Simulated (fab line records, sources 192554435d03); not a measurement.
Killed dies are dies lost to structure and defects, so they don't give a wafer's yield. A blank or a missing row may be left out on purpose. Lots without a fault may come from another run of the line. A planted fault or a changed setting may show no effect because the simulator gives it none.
fab line records | flow n5_finfet
record lots=7 wafers=21
route steps=1938 shown BEOL_M2@881 BEOL_M5@1130 BEOL_M6@1197 BEOL_M7@1263 BEOL_M8@1350 BEOL_M9@1431 BEOL_M10@1488
start_h: hours from the record's first day to the start of the lot's first wafer shown | wait_h: hours since the lot's step before | " the same as in the row above | L1.1+2: a row that stands for several wafers | - no value, or no start given | * or withheld: withheld | < > ~ a bound
route shown NAME@n: a module of which the file shows steps, and the number in the route of the first | usual: mean/standard deviation of fault-free wafers | same: alike in all rows | chamber/n: place in a boat | sites: the reading at each site | _std_site: their standard deviation | _edge_site: outer sites' mean less inner sites' | radius_mm: how far each site lies from the wafer's centre | mask NAME#n: copy n | behind: the tool/chamber that last shaped the wafer | hold: why the lot was held/for how many hours/how that ended | device: the transistor (n, p or np) that didn't switch | end of line: the same wafers' tests at the end of the route | a step without rows: its recipe alone | killed: dies lost to structure and defects at the first sort, not the wafer's yield | map: a wafer's dies, x killed, . not, _ none there
set.NAME: the setting as run; set.NAME@STEP: as run at that earlier step | model.NAME: the simulator's own value behind a step, which no gauge read
lots whose settings were changed on purpose; a table a step, a row a wafer
## steps
# step N5_BEOL_M2_ETCH_69
# recipe chemistry=CF4 target=SiARC target_depth_a=156 mask_material=CAR-EUV time_s=26 ion_energy_ev=80 pressure_mtorr=40 source_w=545 bias_w=36 Ar_flow_sccm=100 cf4_flow_sccm=100 ends=cleared
# usual rf_vpp_V=184.0/1.1
# columns lot.wafer tool chamber start_h wait_h set.bias_w set.spin_rpm@BEOL_M2_COAT_22 rf_vpp_V model.CAR-EUV_of_BEOL_M2_COAT_22.thk_nm
L074.1 rie_diel-05 2 133.95 0.0 36 1500 184.3 11.2
L074.2 " 3 " " 36 1339 183.2 13
L074.5 " 0 " " 42.31 1339 203.5 12.8
L079.1 rie_diel-05 0 161.88 0.0 38.46 1500 191.2 11.2
L079.3 " 3 " " 36 1500 185.2 11.2
L079.4 " 2 " " 38.46 1500 191.1 11.2
L087.1 rie_diel-02 3 232.78 0.0 36 1500 182.8 11.2
L087.4 " 0 " " 36 1500 183.2 11.2
L087.6 " 2 " " 36 1500 185.8 11.4
L088.3 rie_diel-05 1 237.42 0.0 36 1378 184.9 12.2
L088.4 " 3 " " 31.13 1378 167.3 12.2
L088.5 " 0 " " 31.13 1500 165.5 11
L089.3 rie_diel-02 3 238.54 0.0 39.53 1500 195.6 11.2
L089.5 " 3 " " 36 1500 185.7 11.2
L089.6 " 0 " " 36 1570 184.1 10.6
L094.1 rie_diel-05 0 260.16 0.0 40.14 1573 195.4 10.6
L094.2 " 1 " " 40.14 1573 197.8 10.6
L094.4 " 3 " " 36 1500 182.6 11.4
L097.1 rie_diel-05 3 275.83 0.0 36 1500 182.8 11
L097.2 " 2 " " 37.87 1500 189.9 11
L097.6 " 1 " " 36 1378 184.7 12.2
# step N5_BEOL_M5_ETCH_72
# recipe chemistry=N2/H2 target=underlayer target_depth_a=65 mask_material=CAR-EUV time_s=5.2 ion_energy_ev=200 pressure_mtorr=30 source_w=840 bias_w=150 n2_flow_sccm=200 h2_flow_sccm=200 ends=cleared
# usual etch_rf_on_time_s=5.18/0.12 rf_vpp_V=523.1/2.6
# columns lot.wafer tool chamber start_h wait_h set.bias_w etch_rf_on_time_s rf_vpp_V
L074.1 rie_diel-03 3 182.61 0.0 150 5.25 524.5
L074.2 " 2 " " 150 5.12 525.8
L074.5 " 1 " " 141 5.44 505.1
L079.1 rie_diel-03 2 198.95 0.0 168.2 4.79 563.3
L079.3 " 3 " " 168.2 4.96 560.8
L079.4 " 0 " " 150 5.19 522.8
L087.1 rie_diel-03 0 265.10 0.0 150 5.08 522.6
L087.4 " 0 " " 150 5.01 521.3
L087.6 " 1 " " 150 5.03 524.2
L088.3 rie_diel-01 3 268.78 0.0 129.7 5.65 482.0
L088.4 " 1 " " 150 5.22 520.3
L088.5 " 3 " " 129.7 5.64 478.3
L089.3 rie_diel-04 0 268.80 0.0 150 4.94 523.5
L089.5 " 0 " " 150 4.95 522.3
L089.6 " 3 " " 150 5.16 520.9
L094.1 rie_diel-03 2 292.21 0.0 150 5.14 524.7
L094.2 " 3 " " 150 5.05 524.0
L094.4 " 0 " " 130.1 5.43 476.0
L097.1 rie_diel-01 2 311.71 0.0 150 5.13 521.1
L097.2 " 0 " " 150 5.26 520.9
L097.6 " 2 " " 138.8 5.40 497.2
# step N5_BEOL_M5_COAT_66
# recipe resist=SiARC temp_c=220 time_s=60 spin_rpm=1500 resist_thk_nm=12
# columns lot.wafer tool chamber start_h wait_h set.spin_rpm model.SiARC_of_BEOL_M5_COAT_66.thk_nm
L074.1+2 litho_track-02 0 - - 1557 11.8
L074.5 " 0 " " 1500 12
L079.1+3 litho_track-02 0 - - 1500 12
L079.4 " 0 " " 1617 11.4
L087.1+4+6 litho_track-04 0 - - 1500 12
L088.3+4+5 litho_track-04 0 - - 1587 11.6
L089.3+5+6 litho_track-02 0 - - 1500 12
L094.1+2+4 litho_track-02 0 - - 1500 12
L097.1+2+6 litho_track-04 0 - - 1500 12
# step N5_BEOL_M5_COAT_74
# recipe resist=underlayer temp_c=205 time_s=60 spin_rpm=1500 resist_thk_nm=5
# step N5_BEOL_M5_COAT_22
# recipe resist=CAR-EUV spin_rpm=1500 resist_thk_nm=30
# step N5_BEOL_M5_DESCUM_33
# recipe chemistry=O2 time_s=7 source_power_w=50 bias_power_w=20 pressure_mtorr=20 rf_frequency_hz=2.712e+07 temp_c=40 resist=CAR-EUV o2_flow_sccm=225
# step N5_BEOL_M5_ETCH_75
# recipe chemistry=N2/H2 target=underlayer target_depth_a=65 mask_material=CAR-EUV time_s=5.2 ion_energy_ev=200 pressure_mtorr=30 source_w=840 bias_w=150 n2_flow_sccm=200 h2_flow_sccm=200 ends=cleared
# step N5_BEOL_M5_ETCH_67
# recipe chemistry=CF4 target=SiARC target_depth_a=156 mask_material=CAR-EUV time_s=26 ion_energy_ev=80 pressure_mtorr=40 source_w=545 bias_w=36 Ar_flow_sccm=100 cf4_flow_sccm=100 ends=cleared
# columns lot.wafer tool chamber start_h wait_h set.spin_rpm@BEOL_M5_COAT_66 model.etch.depth_nm
L074.1 rie_diel-01 2 184.21 0.0 1557 11.8
L074.2 " 1 " " 1557 11.82
L074.5 " 0 " " 1500 12.03
L079.1 rie_diel-04 1 200.06 0.0 1500 11.98
L079.3 " 0 " " 1500 11.95
L079.4 " 2 " " 1617 11.49
L087.1 rie_diel-03 1 267.16 0.0 1500 12.02
L087.4 " 1 " " 1500 11.98
L087.6 " 0 " " 1500 11.99
L088.3+4 rie_diel-01 1 270.30 0.0 1587 11.64
L088.5 " 3 " " 1587 11.66
L089.3 rie_diel-01 1 273.04 0.0 1500 11.97
L089.5 " 3 " " 1500 12
L089.6 " 1 " " 1500 11.95
L094.1 rie_diel-01 0 293.94 0.0 1500 12
L094.2 " 2 " " 1500 11.98
L094.4 " 3 " " 1500 11.99
L097.1 rie_diel-01 1 314.56 0.0 1500 11.98
L097.2 " 2 " " 1500 12
L097.6 " 0 " " 1500 12.01
# step N5_BEOL_M6_PECVD_70
# recipe material=SiO2 target_thk_a=200 temp_c=400 precursor=TEOS/O2 pressure_torr=5.5 rf_w=450 teos_flow_sccm=53.8 gas=O2 flow_sccm=3000 time_s=22.7
# columns lot.wafer tool chamber start_h wait_h set.time_s model.SiO2_of_BEOL_M6_PECVD_70.thk_nm
L074.1 pecvd-02 0 192.34 0.0 22.7 19.8
L074.2+5 " 2 " " 22.7 19.6
L079.1 pecvd-01 0 208.57 0.0 21.31 19
L079.3 " 1 " " 22.7 20
L079.4 " 0 " " 21.31 18.8
L087.1 pecvd-01 1 274.97 0.0 22.7 19.4
L087.4+6 " 2,1 " " 22.7 19.8
L088.3 pecvd-02 1 279.60 0.0 22.7 19.8
L088.4 " 1 " " 24.36 21.4
L088.5 " 0 " " 24.36 20.8
L089.3+6 pecvd-01 2 281.46 0.1 22.7 20.2
L089.5 " 0 " " 23.8 21
L094.1+4 pecvd-02 1,0 301.76 0.0 20.07 17.4
L094.2 " 0 " " 22.7 19.4
L097.1 pecvd-03 0 323.18 0.0 20.57 17.8
L097.2 " 1 " " 22.7 20
L097.6 " 0 " " 22.7 20.2
# step N5_BEOL_M7_ILD_DEP_00
# recipe material=SiCOH_lowk target_thk_a=1797.5 temp_c=300 precursor=DEMS/porogen pressure_torr=5 rf_w=500 time_s=33.4
# columns lot.wafer tool chamber start_h wait_h set.time_s model.SiCOH_lowk_of_BEOL_M7_ILD_DEP_00.thk_nm
L074.1 pecvd-04 2 200.00 0.0 35.79 192.4
L074.2 " 1 " " 33.4 180.2
L074.5 " 1 " " 33.4 184.6
L079.1 pecvd-03 1 215.55 0.0 31.61 166.2
L079.3 " 2 " " 31.61 171.2
L079.4 " 1 " " 33.4 177
L087.1 pecvd-03 1 283.43 0.0 33.4 176.4
L087.4 " 2 " " 33.4 181.8
L087.6 " 1 " " 33.4 178.8
L089.3 pecvd-03 2 287.72 0.0 33.4 178.4
L089.5 " 0 " " 36.57 196
L089.6 " 2 " " 33.4 183.4
L088.3 pecvd-04 1 287.89 0.0 33.4 177
L088.4 " 0 " " 37.21 199
L088.5 " 2 " " 37.21 199.4
L094.1 pecvd-04 2 310.83 0.0 36.98 198.4
L094.2 " 0 " " 33.4 179.6
L094.4 " 2 " " 33.4 184.6
L097.1 pecvd-02 1 329.67 0.0 33.4 179
L097.2 " 0 " " 31.51 170.6
L097.6 " 2 " " 33.4 180.6
# step N5_BEOL_M7_CURE_74
# recipe temp_c=385 time_s=240 ambient=He/Ar material=SiCOH_lowk
# columns lot.wafer tool chamber start_h wait_h set.time_s@BEOL_M7_ILD_DEP_00 model.SiCOH_lowk_of_BEOL_M7_ILD_DEP_00.thk_nm
L074.1 uv_cure-03 0 200.06 0.0 35.79 166
L074.2 " 0 " " 33.4 155.4
L074.5 " 0 " " 33.4 159.2
L079.1 uv_cure-01 1 215.62 0.0 31.61 143.2
L079.3 " 1 " " 31.61 147.6
L079.4 " 1 " " 33.4 152.6
L087.1 uv_cure-03 2 283.50 0.0 33.4 152.2
L087.4 " 2 " " 33.4 156.8
L087.6 " 2 " " 33.4 154.2
L089.3 uv_cure-01 2 288.18 0.4 33.4 153.8
L089.5 " 2 " " 36.57 169
L089.6 " 2 " " 33.4 158.2
L088.3 uv_cure-02 1 288.38 0.5 33.4 152.6
L088.4 " 1 " " 37.21 171.8
L088.5 " 1 " " 37.21 172.2
L094.1 uv_cure-01 0 311.03 0.2 36.98 171.4
L094.2 " 0 " " 33.4 155
L094.4 " 0 " " 33.4 159.2
L097.1 uv_cure-03 1 329.73 0.0 33.4 154.4
L097.2 " 1 " " 31.51 147
L097.6 " 1 " " 33.4 155.6
# step N5_BEOL_M7_THK_MEAS_01
# recipe reads=SiCOH_lowk_of_BEOL_M7_ILD_DEP_00
# usual M7_ILD_THK=155.0/2.1
# columns lot.wafer tool chamber start_h wait_h set.time_s@BEOL_M7_ILD_DEP_00 M7_ILD_THK[nm]
L074.1 film_metro-02 - 200.57 0.4 35.79 166.0
L074.2 " - " " 33.4 155.5
L074.5 " - " " 33.4 159.2
L079.1 film_metro-02 - 216.13 0.4 31.61 143.2
L079.3 " - " " 31.61 147.7
L079.4 " - " " 33.4 152.6
L087.1 film_metro-01 - 284.01 0.4 33.4 152.2
L087.4 " - " " 33.4 156.9
L087.6 " - " " 33.4 154.2
L089.3 film_metro-01 - 288.54 0.3 33.4 153.8
L089.5 " - " " 36.57 169.0
L089.6 " - " " 33.4 158.2
L088.3 film_metro-01 - 288.73 0.3 33.4 152.6
L088.4 " - " " 37.21 171.8
L088.5 " - " " 37.21 172.3
L094.1 film_metro-01 - 311.55 0.4 36.98 171.4
L094.2 " - " " 33.4 155.0
L094.4 " - " " 33.4 159.1
L097.1 film_metro-01 - 330.24 0.4 33.4 154.5
L097.2 " - " " 31.51 147.1
L097.6 " - " " 33.4 155.7
# step N5_BEOL_M8_ETCH_62
# recipe chemistry=N2/H2 target=SOC target_depth_a=1100 overetch_a=220 mask_material=SiARC temp_c=40 time_s=165 ion_energy_ev=200 pressure_mtorr=30 source_w=840 bias_w=150 n2_flow_sccm=200 h2_flow_sccm=200
# columns lot.wafer tool chamber start_h wait_h set.time_s model.SiARC_of_BEOL_M8_COAT_60.thk_nm
L074.1 rie_diel-05 2 209.98 0.0 134.1 29.4
L074.2 " 1 " " 165 28.2
L074.5 " 0 " " 134.1 29.6
L079.1 rie_diel-05 3 226.10 0.0 165 28.2
L079.3 " 0 " " 194.4 27.6
L079.4 " 2 " " 194.4 27.2
L087.1+4 rie_diel-05 2,0 292.87 0.0 165 28.6
L087.6 " 0 " " 165 28.8
L089.3+6 rie_diel-02 0 295.26 0.0 165 28.2
L089.5 " 3 " " 165 28.4
L088.3 rie_diel-06 3 298.50 0.0 181.1 28
L088.4 " 1 " " 165 28
L088.5 " 3 " " 181.1 27.8
L094.1 rie_diel-02 0 320.29 0.0 151.8 28.6
L094.2 " 2 " " 151.8 28.8
L094.4 " 1 " " 165 28
L097.1 rie_diel-02 3 338.81 0.0 175 28
L097.2 " 2 " " 165 28.2
L097.6 " 1 " " 175 27.8
# step N5_BEOL_M8_STRIP_68
# recipe chemistry=N2/H2 temp_c=40 n2_flow_sccm=200 h2_flow_sccm=200 rf_frequency_hz=6e+07
# step N5_BEOL_M8_STRIP_67
# recipe chemistry=CF4 resist=SiARC power_w=300 bias_power_w=75 pressure_mtorr=50 cf4_flow_sccm=150 rf_frequency_hz=6e+07
# step N5_BEOL_M8_HM_OPEN_17
# recipe chemistry=Cl2/BCl3 target_depth_a=200 overetch_a=60 target=TiN mask_material=SOC ion_energy_ev=150 pressure_mtorr=10 icp_w=1000 bias_w=126 Cl2_flow_sccm=53.25 bcl3_flow_sccm=21.75 Ar_flow_sccm=25
# columns lot.wafer tool chamber start_h wait_h set.time_s@BEOL_M8_ETCH_62 model.etch.depth_nm
L074.1 rie_metal-01 0 210.17 0.0 134.1 20.34
L074.2 " 1 " " 165 20.52
L074.5 " 1 " " 134.1 19.95
L079.1 rie_metal-01 0 226.28 0.0 165 20.04
L079.3 " 0 " " 194.4 17.09
L079.4 " 1 " " 194.4 17.1
L087.1 rie_metal-03 0 293.06 0.0 165 20.4
L087.4+6 " 1,0 " " 165 20.1
L089.3 rie_metal-01 1 295.48 0.1 165 20.15
L089.5 " 1 " " 165 19.95
L089.6 " 0 " " 165 19.84
L088.3 rie_metal-03 1 298.78 0.1 181.1 18.37
L088.4 " 0 " " 165 20.04
L088.5 " 0 " " 181.1 18.39
L094.1 rie_metal-03 1 320.48 0.0 151.8 20.29
L094.2 " 1 " " 151.8 20.1
L094.4 " 1 " " 165 20.27
L097.1 rie_metal-02 0 339.00 0.0 175 18.98
L097.2 " 1 " " 165 19.76
L097.6 " 1 " " 175 19.05
# step N5_BEOL_M9_EXPOSE_25
# recipe mask_id=V8 na=0.33 source_shape=annular sigma_inner=0.4 sigma_outer=0.8 polarization=unpolarized dose_mj=37.25
# columns lot.wafer tool chamber start_h wait_h mask set.dose_mj
L074.1+2 euv_scanner-01 0 220.95 - V8#0 35.4
L074.5 " 0 " " V8#0 37.25
L079.1+4 euv_scanner-01 0 232.67 - V8#0 39.61
L079.3 " 0 " " V8#0 37.25
L087.1+4+6 euv_scanner-01 0 299.45 - V8#0 37.25
L089.3+5 euv_scanner-02 0 306.44 - V8#0 39.88
L089.6 " 0 " " V8#0 37.25
L088.3+4 euv_scanner-02 0 306.48 - V8#0 37.25
L088.5 " 0 " " V8#0 35.73
L094.1+2+4 euv_scanner-02 0 330.51 - V8#0 37.25
L097.1 euv_scanner-02 0 350.74 - V8#0 34.84
L097.2+6 " 0 " " V8#0 37.25
# step N5_BEOL_M9_PEB_26
# recipe peb_temp_c=100 peb_time_s=60 resist=CAR-EUV
# step N5_BEOL_M9_DEVELOP_27
# recipe develop_time_s=30 developer=TMAH resist=CAR-EUV rinse_liquid=surfactant_rinse dry=air_spin dev_temp_c=23
# step N5_BEOL_M9_CD_MEAS_28
# recipe target_cd_nm=70 landing_energy_ev=500 detector=se_inlens polarity=opening
# usual cd_nm=69.93/0.24
# columns lot.wafer tool chamber start_h wait_h set.dose_mj@BEOL_M9_EXPOSE_25 cd_nm
L074.1 cd_sem-02 0 221.08 - 35.4 68.75
L074.2 " 0 " " 35.4 68.46
L074.5 " 0 " " 37.25 70.04
L079.1 cd_sem-02 0 232.80 - 39.61 71.25
L079.3 " 0 " " 37.25 69.66
L079.4 " 0 " " 39.61 71.41
L087.1 cd_sem-03 0 299.58 - 37.25 70.13
L087.4 " 0 " " 37.25 70.09
L087.6 " 0 " " 37.25 70.13
L089.3 cd_sem-03 0 306.56 - 39.88 71.01
L089.5 " 0 " " 39.88 71.22
L089.6 " 0 " " 37.25 70.19
L088.3 cd_sem-02 0 306.60 - 37.25 70.17
L088.4 " 0 " " 37.25 69.88
L088.5 " 0 " " 35.73 69.47
L094.1 cd_sem-01 0 330.64 - 37.25 69.85
L094.2 " 0 " " 37.25 69.76
L094.4 " 0 " " 37.25 70.19
L097.1 cd_sem-02 0 350.87 - 34.84 68.43
L097.2 " 0 " " 37.25 69.81
L097.6 " 0 " " 37.25 70.07
# step N5_BEOL_M10_ETCH_62
# recipe chemistry=N2/H2 target=SOC target_depth_a=1100 overetch_a=220 mask_material=SiARC temp_c=40 time_s=165 ion_energy_ev=200 pressure_mtorr=30 source_w=840 bias_w=150 n2_flow_sccm=200 h2_flow_sccm=200
# columns lot.wafer tool chamber start_h wait_h set.time_s model.SiARC_of_BEOL_M10_COAT_60.thk_nm
L074.1 rie_diel-05 0 226.70 0.0 165 24
L074.2 " 3 " " 165 23.6
L074.5 " 0 " " 165 23.8
L079.1 rie_diel-02 0 239.21 0.0 165 23.2
L079.3+4 " 3,2 " " 165 23.4
L087.1+6 rie_diel-05 3,1 308.05 0.0 165 23.6
L087.4 " 1 " " 165 23.8
L089.3 rie_diel-02 1 312.11 0.0 165 23.2
L089.5 " 2 " " 128.4 24.8
L089.6 " 3 " " 165 23.6
L088.3 rie_diel-02 3 312.36 0.0 165 23.6
L088.4 " 1 " " 190.1 22.2
L088.5 " 2 " " 165 23.4
L094.1 rie_diel-02 3 336.43 0.0 165 23.6
L094.2+4 " 2,0 " " 165 23.4
L097.1+6 rie_diel-06 1,0 355.51 0.0 187.6 22.2
L097.2 " 3 " " 165 23.4
# step N5_BEOL_M10_PEB_26
# recipe peb_temp_c=withheld peb_time_s=60 resist=CAR-ArF
# columns lot.wafer tool chamber start_h wait_h set.peb_time_s
L074.1 litho_track-04 0 227.63 0.1 49.39
L074.2+5 " 0 " " 60
L079.1+4 litho_track-02 0 240.32 0.1 68.43
L079.3 " 0 " " 60
L087.1+4+6 litho_track-04 0 308.76 0.1 60
L089.3+6 litho_track-02 0 314.27 0.0 67.13
L089.5 " 0 " " 60
L088.3+5 litho_track-05 0 314.44 0.0 64.99
L088.4 " 0 " " 60
L094.1+2 litho_track-05 0 337.19 0.1 51.51
L094.4 " 0 " " 60
L097.1+6 litho_track-05 0 357.49 0.1 69.45
L097.2 " 0 " " 60
# step N5_BEOL_M10_DEVELOP_27
# recipe develop_time_s=30 developer=TMAH resist=CAR-ArF rinse_liquid=diw dry=air_spin dev_temp_c=23
# step N5_BEOL_M10_CD_MEAS_28
# recipe target_cd_nm=70 landing_energy_ev=500 detector=se_inlens polarity=opening
# usual cd_nm=70.0/1.2
# columns lot.wafer tool chamber start_h wait_h set.peb_time_s@BEOL_M10_PEB_26 cd_nm
L074.1 cd_sem-02 0 227.69 - 49.39 62.5
L074.2 " 0 " " 60 72.2
L074.5 " 0 " " 60 70.4
L079.1 cd_sem-03 0 240.39 - 68.43 73.3
L079.3 " 0 " " 60 66.6
L079.4 " 0 " " 68.43 74.2
L087.1 cd_sem-03 0 308.83 - 60 70.4
L087.4 " 0 " " 60 69.9
L087.6 " 0 " " 60 69.8
L089.3 cd_sem-02 0 314.34 - 67.13 74.3
L089.5 " 0 " " 60 69.7
L089.6 " 0 " " 67.13 74.5
L088.3 cd_sem-02 0 314.51 - 64.99 73.0
L088.4 " 0 " " 60 69.9
L088.5 " 0 " " 64.99 73.2
L094.1 cd_sem-03 0 337.25 - 51.51 62.5
L094.2 " 0 " " 51.51 62.3
L094.4 " 0 " " 60 70.0
L097.1 cd_sem-03 0 357.55 - 69.45 76.2
L097.2 " 0 " " 60 72.9
L097.6 " 0 " " 69.45 76.3
## key
split step=N5_BEOL_M2_ETCH_69 setting=bias_w stated=36 by=wafer
response step=N5_BEOL_M2_ETCH_69 reading=rf_vpp_V change=+1.18 per=1% r=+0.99
split step=N5_BEOL_M5_ETCH_72 setting=bias_w stated=150 by=wafer
response step=N5_BEOL_M5_ETCH_72 reading=etch_rf_on_time_s change=* per=1% r=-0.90
response step=N5_BEOL_M5_ETCH_72 reading=rf_vpp_V change=+3.28 per=1% r=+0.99
split step=N5_BEOL_M5_COAT_66 setting=spin_rpm stated=1500 by=wafer
response step=N5_BEOL_M5_COAT_66 reading=model.SiARC_of_BEOL_M5_COAT_66.thk_nm change=-0.0723 per=1% r=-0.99
response step=N5_BEOL_M5_ETCH_67 reading=model.etch.depth_nm change=-0.0604 per=1% r=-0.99
split step=N5_BEOL_M6_PECVD_70 setting=time_s stated=22.7 by=wafer
response step=N5_BEOL_M6_PECVD_70 reading=model.SiO2_of_BEOL_M6_PECVD_70.thk_nm change=+0.193 per=1% r=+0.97
split step=N5_BEOL_M7_ILD_DEP_00 setting=time_s stated=33.4 by=wafer
response step=N5_BEOL_M7_ILD_DEP_00 reading=model.SiCOH_lowk_of_BEOL_M7_ILD_DEP_00.thk_nm change=+1.65 per=1% r=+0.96
response step=N5_BEOL_M7_CURE_74 reading=model.SiCOH_lowk_of_BEOL_M7_ILD_DEP_00.thk_nm change=+1.44 per=1% r=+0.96
response step=N5_BEOL_M7_THK_MEAS_01 reading=M7_ILD_THK change=+1.44 per=1% r=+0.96
split step=N5_BEOL_M8_ETCH_62 setting=time_s stated=165 by=wafer
response step=N5_BEOL_M8_ETCH_62 reading=model.SiARC_of_BEOL_M8_COAT_60.thk_nm change=-0.0544 per=1% r=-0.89
response step=N5_BEOL_M8_HM_OPEN_17 reading=model.etch.depth_nm shape=bent at_lowest=20.15 at_stated=20.11 at_highest=17.1
split step=N5_BEOL_M9_EXPOSE_25 setting=dose_mj stated=37.25 by=wafer
response step=N5_BEOL_M9_CD_MEAS_28 reading=cd_nm change=+0.21 per=1% r=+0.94
split step=N5_BEOL_M10_ETCH_62 setting=time_s stated=165 by=wafer
response step=N5_BEOL_M10_ETCH_62 reading=model.SiARC_of_BEOL_M10_COAT_60.thk_nm change=-0.0738 per=1% r=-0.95
split step=N5_BEOL_M10_PEB_26 setting=peb_time_s stated=60 by=wafer
response step=N5_BEOL_M10_CD_MEAS_28 reading=cd_nm change=+0.428 per=1% r=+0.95
split outside_this_file step=N5_BEOL_M2_COAT_22 setting=spin_rpm
# split outside_this_file: this setting was split too, and the file shows its column; the key of that split is in another file
